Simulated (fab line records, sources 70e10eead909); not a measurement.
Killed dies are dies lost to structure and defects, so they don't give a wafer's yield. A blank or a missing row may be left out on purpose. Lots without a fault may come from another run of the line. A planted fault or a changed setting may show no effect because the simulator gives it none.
fab line records | flow nand_harc
record lots=24 wafers=72 last_day=25
route steps=1159 shown A_CONTACT@872
lots that met no fault: from a run of the same line without faults
start_h: hours from the record's first day to the start of the lot's first wafer shown | wait_h: hours since the lot's step before | " the same as in the row above | L1.1+2: a row that stands for several wafers | - no value, or no start given | * or withheld: withheld | < > ~ a bound
route shown NAME@n: a module of which the file shows steps, and the number in the route of the first | usual: mean/standard deviation of fault-free wafers | same: alike in all rows | chamber/n: place in a boat | sites: the reading at each site | _std_site: their standard deviation | _edge_site: outer sites' mean less inner sites' | radius_mm: how far each site lies from the wafer's centre | mask NAME#n: copy n | behind: the tool/chamber that last shaped the wafer | hold: why the lot was held/for how many hours/how that ended | device: the transistor (n, p or np) that didn't switch | end of line: the same wafers' tests at the end of the route | a step without rows: its recipe alone | killed: dies lost to structure and defects at the first sort, not the wafer's yield | map: a wafer's dies, x killed, . not, _ none there
set.NAME: the setting as run; set.NAME@STEP: as run at that earlier step | model.NAME: the simulator's own value behind a step, which no gauge read
steps of the route over a sample of lots; a table a step, a row a wafer
services: from which hour (start_h, from the record's first day; less than 0 if before it) a tool's chamber was out of use, for how many hours, and why
## steps
# step NHARC_A_CONTACT_ETCH_121
# recipe source_w=withheld pressure_mtorr=20 bias_v=3000 time_s=94 target_depth_a=9220 ar_flow_sccm=withheld c4f8_flow_sccm=withheld o2_flow_sccm=withheld chemistry=C4F8/O2/Ar
# columns lot.wafer tool chamber start_h wait_h rf_hours_counter_h
L074.1 har_cap_etch-02 1 371.50 0.1 10
L074.2 " 0 " " 10
L074.3 " 1 " " -
L075.1 har_cap_etch-03 1 377.21 0.1 83
L075.2 " 0 " " 83
L075.3 " 1 " " -
L077.1 har_cap_etch-02 0 379.47 0.1 11
L077.3 " 0 " " -
L077.6 " 1 " " -
L079.1 har_cap_etch-02 1 381.40 0.1 12
L079.2 " 0 " " 12
L079.6 " 1 " " -
L076.1 har_cap_etch-03 1 385.70 0.1 85
L076.4 " 0 " " -
L076.6 " 1 " " -
L078.1 har_cap_etch-01 0 387.21 0.1 59
L078.3 " 1 " " -
L078.6 " 0 " " -
L081.2 har_cap_etch-03 1 405.29 0.1 90
L081.3 " 1 " " -
L081.4 " 0 " " -
L080.1 har_cap_etch-02 0 413.03 0.1 18
L080.3 " 1 " " -
L080.4 " 0 " " -
L083.1 har_cap_etch-03 1 414.70 0.1 91
L083.4 " 0 " " -
L083.3 " 1 " " -
L082.1 har_cap_etch-03 0 430.07 0.1 94
L082.3 " 1 " " -
L082.5 " 0 " " -
L084.2 har_cap_etch-01 1 432.35 0.1 65
L084.3 " 1 " " -
L084.4 " 0 " " -
L086.4 har_cap_etch-02 1 445.48 0.1 -
L086.3 " 0 " " -
L086.6 " 0 " " -
L087.4 har_cap_etch-03 1 446.40 0.1 -
L087.5 " 1 " " -
L087.6 " 0 " " -
L085.1 har_cap_etch-02 0 450.85 0.1 23
L085.3 " 0 " " -
L085.4 " 1 " " -
L089.3 har_cap_etch-02 1 457.26 0.1 -
L089.6 " 1 " " -
L089.5 " 0 " " -
L088.2 har_cap_etch-02 1 459.64 0.1 26
L088.1 " 0 " " 26
L088.4 " 1 " " -
L091.2 har_cap_etch-03 1 472.96 0.1 101
L091.3 " 1 " " -
L091.4 " 0 " " -
L090.2 har_cap_etch-02 1 475.29 0.1 28
L090.6 " 0 " " -
L090.5 " 1 " " -
L093.2 har_cap_etch-03 0 479.08 0.1 102
L093.3 " 0 " " -
L093.6 " 0 " " -
L094.2 har_cap_etch-02 0 481.43 0.1 30
L094.3 " 1 " " -
L094.5 " 1 " " -
L092.2 har_cap_etch-03 1 498.78 0.1 106
L092.6 " 0 " " -
L092.5 " 1 " " -
L096.4 har_cap_etch-01 1 499.65 0.1 -
L096.6 " 1 " " -
L096.5 " 0 " " -
L095.1 har_cap_etch-03 0 502.32 0.1 107
L095.2 " 1 " " 107
L095.4 " 1 " " -
L097.2 har_cap_etch-03 1 513.61 0.1 110
L097.1 " 0 " " 110
L097.5 " 1 " " -
# step NHARC_A_CONTACT_DEP_57
# recipe target_thk_a=28000 temp_c=400 material=aC
# usual throttle_valve_pct=35.000/0.0095
# columns lot.wafer tool chamber start_h wait_h throttle_valve_pct
L074.1 acl_dep-02 0 374.58 - 35.011
L074.2 " 0 " " 34.991
L074.3 " 0 " " 35.005
L075.1 acl_dep-03 0 380.02 - 34.973
L075.2 " 0 " " 35.016
L075.3 " 0 " " 34.993
L077.1 acl_dep-03 0 383.00 - 34.987
L077.3 " 0 " " 35.006
L077.6 " 0 " " 34.992
L079.1 acl_dep-02 0 383.60 - 34.994
L079.2 " 0 " " 35.006
L079.6 " 0 385.04 - 34.999
L076.1 acl_dep-02 0 387.76 - 35.006
L076.4 " 0 " " 34.997
L076.6 " 0 " " 34.997
L078.1 acl_dep-02 0 389.47 - 34.991
L078.3 " 0 " " 34.995
L078.6 " 0 " " 34.997
L081.2 acl_dep-02 0 407.52 - 34.987
L081.3 " 0 " " 34.997
L081.4 " 0 " " 34.992
L080.1 acl_dep-02 0 414.97 - 34.997
L080.3 " 0 " " 35.002
L080.4 " 0 " " 34.994
L083.1 acl_dep-01 0 416.79 - 35.000
L083.3 " 0 " " 35.012
L083.4 " 0 " " 34.992
L082.1 acl_dep-03 0 432.00 - 35.001
L082.3 " 0 " " 34.986
L082.5 " 0 " " 34.997
L084.2 acl_dep-03 0 435.85 - 35.011
L084.3 " 0 " " 34.997
L084.4 " 0 " " 34.995
L086.3 acl_dep-03 0 447.96 - 34.998
L086.4 " 0 " " 34.987
L086.6 " 0 " " 35.007
L087.4 acl_dep-03 0 449.98 - 35.012
L087.5 " 0 " " 34.991
L087.6 " 0 " " 34.999
L085.1 acl_dep-01 0 452.80 - 35.008
L085.3 " 0 " " 35.002
L085.4 " 0 " " 35.000
L089.3 acl_dep-03 0 461.02 - 34.998
L089.5 " 0 " " 35.009
L089.6 " 0 " " 35.000
L088.1 acl_dep-02 0 462.71 - 34.988
L088.2 " 0 " " 35.014
L088.4 " 0 " " 35.005
L091.2 acl_dep-03 0 475.67 - 34.997
L091.3 " 0 " " 34.983
L091.4 " 0 " " 35.004
L090.2 acl_dep-03 0 478.05 - 35.004
L090.5 " 0 " " 34.994
L090.6 " 0 " " 34.991
L093.2 acl_dep-03 0 485.35 - 34.987
L093.3 " 0 " " 35.013
L093.6 " 0 " " 35.008
L094.2 acl_dep-03 0 487.07 - 34.994
L094.3 " 0 " " 35.007
L094.5 " 0 " " 35.006
L092.2 acl_dep-03 0 501.01 - 34.992
L092.5 " 0 " " 35.002
L092.6 " 0 " " 35.000
L096.4 acl_dep-02 0 502.44 - 34.983
L096.5 " 0 " " 34.995
L096.6 " 0 " " 35.003
L095.1 acl_dep-02 0 505.22 - 35.001
L095.2 " 0 " " 34.999
L095.4 " 0 " " 35.009
L097.1 acl_dep-01 0 515.98 - 34.978
L097.2 " 0 " " 35.007
L097.5 " 0 " " 34.998
# step NHARC_A_CONTACT_ETCH_126
# recipe source_w=withheld pressure_mtorr=20 bias_v=1200 time_s=155 target_depth_a=9560 ar_flow_sccm=withheld c4f8_flow_sccm=withheld o2_flow_sccm=withheld chemistry=C4F8/O2/Ar
# columns lot.wafer tool chamber start_h wait_h rf_hours_counter_h
L074.1 har_cap_etch-01 0 378.87 0.1 56
L074.2 " 1 " " 56
L074.3 " 0 " " -
L075.2 har_cap_etch-01 1 384.33 0.1 58
L075.1 " 0 " " 58
L075.3 " 0 " " -
L077.1 har_cap_etch-03 1 387.21 0.1 86
L077.3 " 0 " " -
L077.6 " 0 " " -
L079.1 har_cap_etch-02 0 388.01 0.1 14
L079.2 " 1 " " 14
L079.6 " 1 " " -
L076.1 har_cap_etch-03 1 391.99 0.2 87
L076.4 " 0 " " -
L076.6 " 0 " " -
L078.1 har_cap_etch-02 0 393.68 0.1 15
L078.3 " 0 " " -
L078.6 " 0 " " -
L081.2 har_cap_etch-01 0 411.50 0.1 62
L081.4 " 1 " " -
L081.3 " 0 " " -
L080.1 har_cap_etch-02 0 420.48 0.1 18
L080.3 " 0 " " -
L080.4 " 1 " " -
L083.1 har_cap_etch-03 1 421.07 0.2 92
L083.3 " 0 " " -
L083.4 " 1 " " -
L082.1 har_cap_etch-02 0 436.09 0.1 20
L082.3 " 0 " " -
L082.5 " 1 " " -
L084.2 har_cap_etch-03 1 439.97 0.1 94
L084.3 " 1 " " -
L084.4 " 0 " " -
L086.4 har_cap_etch-01 1 451.77 0.2 -
L086.3 " 0 " " -
L086.6 " 1 " " -
L087.4 har_cap_etch-03 0 453.69 0.1 -
L087.5 " 1 " " -
L087.6 " 0 " " -
L085.1 har_cap_etch-01 0 457.12 0.1 69
L085.3 " 0 " " -
L085.4 " 1 " " -
L089.3 har_cap_etch-03 0 464.50 0.1 -
L089.6 " 1 " " -
L089.5 " 0 " " -
L088.2 har_cap_etch-01 1 466.88 0.1 71
L088.1 " 0 " " 71
L088.4 " 1 " " -
L091.2 har_cap_etch-01 0 479.48 0.1 73
L091.3 " 1 " " -
L091.4 " 0 " " -
L090.2 har_cap_etch-03 0 482.06 0.1 103
L090.5 " 1 " " -
L090.6 " 0 " " -
L093.2 har_cap_etch-02 0 489.07 0.1 30
L093.3 " 0 " " -
L093.6 " 0 " " -
L094.2 har_cap_etch-03 1 490.77 0.1 104
L094.3 " 0 " " -
L094.5 " 1 " " -
L092.2 har_cap_etch-02 0 504.91 0.1 33
L092.6 " 1 " " -
L092.5 " 0 " " -
L096.4 har_cap_etch-01 0 505.75 0.1 -
L096.5 " 0 " " -
L096.6 " 1 " " -
L095.1 har_cap_etch-01 1 509.40 0.1 78
L095.2 " 0 " " 78
L095.4 " 0 " " -
L097.1 har_cap_etch-03 1 520.48 0.1 112
L097.2 " 0 " " 112
L097.5 " 1 " " -
# step NHARC_A_CONTACT_CD_MEAS_80
# usual cd_nm=189.4/0.82
# columns lot.wafer tool chamber start_h wait_h cd_nm
L074.1 cd_sem-02 - 380.66 - 190.6
L074.2 " - " " 190.4
L074.3 " - " " 190.2
L075.1 cd_sem-01 - 386.15 - 189.9
L075.2 " - " " 190.2
L075.3 " - " " 189.5
L077.1 cd_sem-02 - 388.96 - 188.5
L077.3 " - " " 189.1
L077.6 " - " " 189.9
L079.1 cd_sem-03 - 389.78 - 187.6
L079.2 " - " " 187.0
L079.6 " - " " 187.6
L076.1 cd_sem-03 - 394.11 - 188.6
L076.4 " - " " 188.9
L076.6 " - " " 189.5
L078.1 cd_sem-01 - 395.80 - 188.4
L078.3 " - " " 188.5
L078.6 " - " " 188.7
L081.2 cd_sem-02 - 413.25 - 190.5
L081.3 " - " " 189.8
L081.4 " - " " 190.4
L080.1 cd_sem-01 - 422.26 - 189.5
L080.3 " - " " 190.1
L080.4 " - " " 190.3
L083.1 cd_sem-01 - 423.25 - 190.2
L083.3 " - " " 189.1
L083.4 " - " " 189.4
L082.1 cd_sem-03 - 438.11 - 189.9
L082.3 " - " " 189.4
L082.5 " - " " 190.2
L084.2 cd_sem-01 - 441.75 - 190.1
L084.3 " - " " 189.9
L084.4 " - " " 190.1
L086.3 cd_sem-01 - 453.92 - 191.0
L086.4 " - " " 190.4
L086.6 " - " " 190.2
L087.4 cd_sem-01 - 455.41 - 190.1
L087.5 " - " " 189.9
L087.6 " - " " 189.6
L085.1 cd_sem-02 - 458.89 - 189.3
L085.3 " - " " 189.3
L085.4 " - " " 189.4
L089.3 cd_sem-03 - 466.25 - 188.5
L089.5 " - " " 188.8
L089.6 " - " " 188.5
L088.1 cd_sem-01 - 468.67 - 189.5
L088.2 " - " " 189.8
L088.4 " - " " 189.6
L091.2 cd_sem-03 - 481.28 - 190.3
L091.3 " - " " 190.0
L091.4 " - " " 190.5
L090.2 cd_sem-03 - 483.82 - 189.0
L090.5 " - " " 189.2
L090.6 " - " " 188.8
L093.2 cd_sem-02 - 490.84 - 189.8
L093.3 " - " " 189.2
L093.6 " - " " 190.2
L094.2 cd_sem-02 - 492.52 - 187.7
L094.3 " - " " 188.5
L094.5 " - " " 188.0
L092.2 cd_sem-02 - 506.81 - 189.7
L092.5 " - " " 189.4
L092.6 " - " " 189.8
L096.4 cd_sem-02 - 507.60 - 189.5
L096.5 " - " " 189.7
L096.6 " - " " 189.4
L095.1 cd_sem-02 - 511.55 - 188.0
L095.2 " - " " 188.8
L095.4 " - " " 188.6
L097.1 cd_sem-02 - 522.26 - 189.4
L097.2 " - " " 189.7
L097.5 " - " " 189.5
# step NHARC_A_CONTACT_ETCH_31
# recipe target_depth_a=20000 over_etch_frac=0.3 time_s=520 ion_energy_ev=150 o2_flow_sccm=400 cos_flow_sccm=20 ar_flow_sccm=0 rf_w=500 bias_w=300 chemistry=O2/COS
# usual drypump_motor_current_A=5.7/0.35 oes_product_au=0.997/0.01 rf_vpp_V=314.6/2.6 showerhead_plenum_p_Torr=3.15/0.17 throttle_valve_pct=28.330/0.0091
# columns lot.wafer tool chamber start_h wait_h drypump_motor_current_A oes_product_au rf_hours_counter_h rf_vpp_V showerhead_plenum_p_Torr throttle_valve_pct
L074.1 rie_diel-13 3 - - 6.1 0.995 43 310.3 2.89 28.334
L074.2 " 0 " " 5.6 0.987 42 313.5 3.10 28.332
L074.3 " 1 " " 5.8 0.981 42 309.8 2.90 28.344
L075.3 rie_diel-05 0 - - 6.3 0.992 17 314.9 3.11 28.336
L075.2 " 1 " " 5.6 1.005 16 313.1 2.97 28.323
L075.1 " 3 " " 5.3 1.009 19 314.9 3.18 28.320
L077.1 rie_diel-13 0 - - 5.6 0.992 45 313.4 3.10 28.319
L077.3 " 2 " " 5.3 1.000 38 316.6 3.20 28.341
L077.6 " 0 " " 5.6 0.997 - 314.3 3.10 28.340
L079.2 rie_diel-13 2 - - 5.3 1.005 39 315.8 3.20 28.323
L079.1 " 3 " " 6.1 0.996 46 310.8 2.89 28.331
L079.6 " 1 " " 5.8 0.982 - 312.0 2.90 28.325
L076.4 rie_diel-03 3 - - 5.3 1.001 0 318.0 3.37 28.339
L076.1 " 2 " " 5.7 1.000 0 318.3 3.30 28.324
L076.6 " 3 " " 5.3 1.008 - 318.5 3.37 28.328
L078.1 rie_diel-05 1 - - 5.6 1.000 22 312.7 2.97 28.351
L078.3 " 2 " " 5.6 0.995 23 314.1 3.17 28.345
L078.6 " 1 " " 5.6 1.013 - 312.6 2.97 28.345
L081.3 rie_diel-03 3 - - 5.3 1.001 3 317.9 3.37 28.320
L081.4 " 1 " " 6.4 0.981 3 310.6 2.92 28.326
L081.2 " 2 " " 5.7 0.989 3 315.3 3.30 28.327
L080.4 rie_diel-05 1 - - 5.6 1.027 31 311.1 2.97 28.332
L080.3 " 2 " " 5.6 1.008 33 312.9 3.17 28.326
L080.1 " 0 " " 6.3 1.002 31 314.9 3.11 28.309
L083.3 rie_diel-03 3 - - 5.3 0.998 5 317.4 3.37 28.332
L083.1 " 0 " " 5.5 0.986 4 313.8 3.12 28.338
L083.4 " 1 " " 6.4 0.995 4 311.9 2.92 28.341
L082.3 rie_diel-13 0 - - 5.6 0.998 59 313.8 3.09 28.318
L082.1 " 2 " " 5.3 1.007 52 315.7 3.20 28.329
L082.5 " 0 " " 5.6 0.987 - 313.0 3.09 28.319
L084.2 rie_diel-05 2 - - 5.7 0.994 39 315.3 3.16 28.315
L084.3 " 3 " " 5.3 1.020 38 314.0 3.17 28.323
L084.4 " 0 " " 6.3 0.998 36 313.1 3.10 28.329
L086.4 rie_diel-03 1 - - 6.4 0.975 9 313.3 2.92 28.335
L086.3 " 2 " " 5.7 0.985 9 317.8 3.29 28.344
L086.6 " 0 " " 5.5 0.987 - 314.9 3.12 28.335
L087.4 rie_diel-03 3 - - 5.3 1.002 10 316.2 3.37 28.326
L087.5 " 1 " " 6.4 0.979 - 309.8 2.92 28.330
L087.6 " 2 " " 5.7 0.992 - 317.5 3.29 28.313
L085.4 rie_diel-13 1 - - 5.8 0.999 1 318.1 3.37 28.328
L085.1 " 2 " " 5.3 1.001 1 314.9 3.19 28.337
L085.3 " 3 " " 6.1 1.004 1 316.8 3.37 28.341
L089.3 rie_diel-03 3 - - 5.3 1.000 12 318.4 3.37 28.327
L089.6 " 0 " " 5.6 0.992 - 313.2 3.12 28.329
L089.5 " 1 " " 6.4 0.971 - 310.3 2.91 28.326
L088.4 rie_diel-03 1 - - 6.4 0.990 12 311.1 2.91 28.326
L088.1 " 2 " " 5.7 0.981 12 317.7 3.29 28.333
L088.2 " 3 " " 5.3 0.996 13 319.4 3.37 28.333
L091.3 rie_diel-13 2 - - 5.3 0.992 10 314.5 3.19 28.322
L091.4 " 3 " " 6.1 1.006 9 319.0 3.37 28.343
L091.2 " 0 " " 5.6 1.004 9 312.1 3.09 28.331
L090.2 rie_diel-13 1 - - 5.8 1.005 11 318.1 3.37 28.330
L090.6 " 0 " " 5.6 1.014 - 314.1 3.09 28.331
L090.5 " 1 " " 5.8 1.007 - 318.8 3.37 28.344
L093.2 rie_diel-03 1 - - 6.4 0.991 15 311.3 2.91 28.332
L093.3 " 0 " " 5.5 0.999 15 312.3 3.12 28.333
L093.6 " 2 " " 5.8 1.002 - 317.8 3.29 28.331
L094.3 rie_diel-13 3 - - 6.1 1.005 12 318.7 3.37 28.310
L094.2 " 1 " " 5.8 1.000 12 319.2 3.37 28.334
L094.5 " 3 " " 6.1 1.011 - 316.0 3.37 28.334
L092.2 rie_diel-03 2 - - 5.7 0.988 20 317.5 3.29 28.346
L092.5 " 2 " " 5.7 1.000 - 316.3 3.29 28.323
L092.6 " 3 " " 5.3 1.007 - 317.3 3.36 28.329
L096.4 rie_diel-03 1 - - 6.4 0.991 - 310.5 2.91 28.328
L096.5 " 2 " " 5.7 0.992 - 316.3 3.29 28.344
L096.6 " 3 " " 5.2 1.000 - 317.5 3.36 28.320
L095.2 rie_diel-13 1 - - 5.8 1.000 21 317.6 3.36 28.315
L095.1 " 3 " " 6.1 1.001 21 317.6 3.36 28.318
L095.4 " 0 " " 5.6 1.009 20 314.2 3.08 28.335
L097.2 rie_diel-03 1 - - 6.4 0.985 23 311.0 2.91 28.331
L097.1 " 3 " " 5.3 1.011 24 317.7 3.36 28.325
L097.5 " 1 " " 6.4 0.994 - 311.5 2.91 28.331
# step NHARC_A_CONTACT_ALD_18
# recipe target_thk_a=30 pulse_time_s=1 ald_cycles=150 temp_c=450 material=TiN
# usual heater_power_w=1106/120 precursor_pulse_height_rel=1.003/0.021
# same pulse_time_s=1
# columns lot.wafer tool chamber start_h wait_h heater_power_w precursor_pulse_height_rel
L074.2 ald_metal-04 1 388.16 - 1072 0.980
L074.1 " 3 " " 978 0.968
L074.3 " 0 " " 1033 0.978
L075.1 ald_metal-03 1 392.58 - 992 0.977
L075.2 " 2 " " 1030 1.003
L075.3 " 3 " " 1120 0.985
L077.1 ald_metal-02 0 397.20 - 1148 0.993
L077.3 " 1 " " 1219 1.024
L077.6 " 1 " " 1245 0.996
L079.1 ald_metal-04 0 398.81 - 1052 1.003
L079.2 " 1 " " 1086 0.963
L079.6 " 0 " " 1044 1.003
L076.4 ald_metal-02 3 405.28 - 991 0.986
L076.1 " 0 " " 1145 1.020
L076.6 " 0 " " 1135 1.018
L078.3 ald_metal-03 3 405.85 - 1104 0.980
L078.1 " 1 " " 1010 1.009
L078.6 " 3 " " 1118 0.983
L081.2 ald_metal-03 3 419.68 - 1131 1.015
L081.3 " 0 " " 1016 1.036
L081.4 " 1 " " 1004 1.019
L080.3 ald_metal-03 2 429.55 - 1029 1.034
L080.4 " 3 " " 1117 0.987
L080.1 " 0 " " 1021 0.973
L083.1 ald_metal-04 3 430.18 - 995 0.958
L083.3 " 0 " " 1005 1.014
L083.4 " 1 " " 1087 1.011
L082.3 ald_metal-02 2 445.05 - 1125 1.003
L082.1 " 0 " " 1154 1.031
L082.5 " 2 " " 1188 0.984
L084.3 ald_metal-02 0 448.22 - 1139 1.011
L084.2 " 1 " " 1239 1.030
L084.4 " 2 " " 1154 1.017
L086.3 ald_metal-02 2 460.45 - 1135 1.008
L086.4 " 3 " " 1025 0.978
L086.6 " 1 " " 1241 0.988
L087.4 ald_metal-04 2 462.09 - 1439 0.998
L087.6 " 0 " " 991 0.984
L087.5 " 1 " " 1110 0.994
L085.3 ald_metal-03 1 466.95 - 1027 0.983
L085.4 " 3 " " 1110 1.011
L085.1 " 0 " " 1054 0.982
L089.3 ald_metal-02 1 472.93 - 1230 1.007
L089.6 " 3 " " 1017 1.018
L089.5 " 0 " " 1150 1.029
L088.2 ald_metal-03 2 475.34 - 1053 1.032
L088.4 " 3 " " 1113 0.974
L088.1 " 0 " " 1031 1.004
L091.2 ald_metal-02 3 490.63 - 987 0.971
L091.3 " 0 " " 1131 1.020
L091.4 " 2 " " 1153 1.031
L090.2 ald_metal-02 2 494.13 - 1176 0.975
L090.5 " 1 " " 1266 0.972
L090.6 " 2 " " 1187 1.028
L093.3 ald_metal-03 0 498.29 - 1001 1.022
L093.2 " 2 " " 1039 0.994
L093.6 " 1 " " 1017 1.043
L094.3 ald_metal-02 2 500.95 - 1152 0.964
L094.2 " 0 " " 1156 1.023
L094.5 " 2 " " 1172 0.997
L092.2 ald_metal-03 3 515.51 - 1172 1.048
L092.5 " 1 " " 1006 0.996
L092.6 " 2 " " 1033 1.020
L096.4 ald_metal-04 0 516.39 - 1019 0.986
L096.6 " 2 " " 1468 0.979
L096.5 " 3 " " 991 1.004
L095.4 ald_metal-04 1 519.68 - 1113 1.000
L095.2 " 3 " " 994 1.022
L095.1 " 0 " " 989 1.003
L097.1 ald_metal-03 3 529.88 - 1142 1.053
L097.2 " 1 " " 994 1.007
L097.5 " 0 " " 1019 0.980
## services
# columns tool chamber start_h hours kind
acl_dep-02 - 350.46 13.0 pm
ald_metal-02 - 364.01 10.0 pm
rie_diel-03 0 371.35 - clean
rie_diel-03 1 371.35 - clean
rie_diel-03 2 371.35 - clean
rie_diel-03 3 371.35 - clean
ald_metal-03 0 391.12 25.6 repair
rie_diel-03 - 392.30 9.0 pm
rie_diel-03 0 392.30 9.0 vent_cycle
rie_diel-13 2 402.42 2.0 repair
acl_dep-03 - 406.00 13.0 pm
ald_metal-04 - 406.00 10.0 pm
rie_diel-13 - 417.30 0.8 repair
ald_metal-03 3 444.70 3.1 repair
ald_metal-03 - 445.91 0.2 repair
rie_diel-13 - 453.19 9.0 pm
acl_dep-01 - 477.99 13.0 pm
ald_metal-04 3 489.72 25.8 repair
har_cap_etch-03 - 496.44 0.7 repair
ald_metal-03 - 500.00 10.0 pm
rie_diel-03 0 507.85 12.3 repair
rie_diel-13 0 517.28 4.2 repair
rie_diel-05 - 517.68 9.0 pm
ald_metal-04 - 527.99 3.1 repair
## key
fault none
